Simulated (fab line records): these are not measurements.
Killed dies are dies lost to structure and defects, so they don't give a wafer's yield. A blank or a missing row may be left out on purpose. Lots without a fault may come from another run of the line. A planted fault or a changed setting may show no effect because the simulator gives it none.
Matching of chambers | flow n5_finfet | N5_SPACER0_ALD_00 on ald_sin-03 has 4 sister chambers
The step deposits SiOCN, target thk 3.5 nm, pulse time 3 s, purge time 2 s. 4 wafers are shown with their chamber, then 12 later ones without.

## EACH WAFER AND ITS CHAMBER
wafer  | chamber | heater_power_w (W)
L082.1 | 0       | 779
L087.2 | 1       | 808
L087.3 | 3       | 741
L087.4 | 2       | 865

## WAFERS WITH NO CHAMBER GIVEN
wafer  | heater_power_w (W)
L088.3 | 754
L088.4 | 880
L088.5 | 740
L089.1 | 776
L089.2 | 874
L089.3 | 752
L089.4 | 805
L089.5 | 790
L089.6 | 767
L090.1 | 781
L090.2 | 817
L090.3 | 763

## THE CHAMBER EACH PASSED THROUGH
wafer  | from the rows above     | in truth
L088.3 | can't be placed: 3 or 0 | 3
L088.4 | 2                       | 2
L088.5 | 3                       | 3
L089.1 | 0                       | 0
L089.2 | 2                       | 2
L089.3 | can't be placed: 3 or 0 | 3
L089.4 | 1                       | 1
L089.5 | can't be placed: 0 or 1 | 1
L089.6 | can't be placed: 0 or 3 | 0
L090.1 | 0                       | 0
L090.2 | 1                       | 1
L090.3 | can't be placed: 0 or 3 | 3
Correct placement for 7 of the 12. Unplaceable from these rows: 5, with the true chamber sitting among the candidates in 5. 0 placed wrongly.
How it was worked out, from the rows above alone: a wafer's distance from a chamber is the root of the sum, over the readings, of the square of ((its reading less the chamber's mean) divided by the reading's scatter). If the next closest chamber is less than 2 further off than the closest, the wafer can't be placed; otherwise it belongs to the closest. A chamber's mean is the mean of its shown wafers. The scatter: with one shown wafer a chamber, the root of the mean of the squares of how far each hidden wafer lies from its nearest shown one.
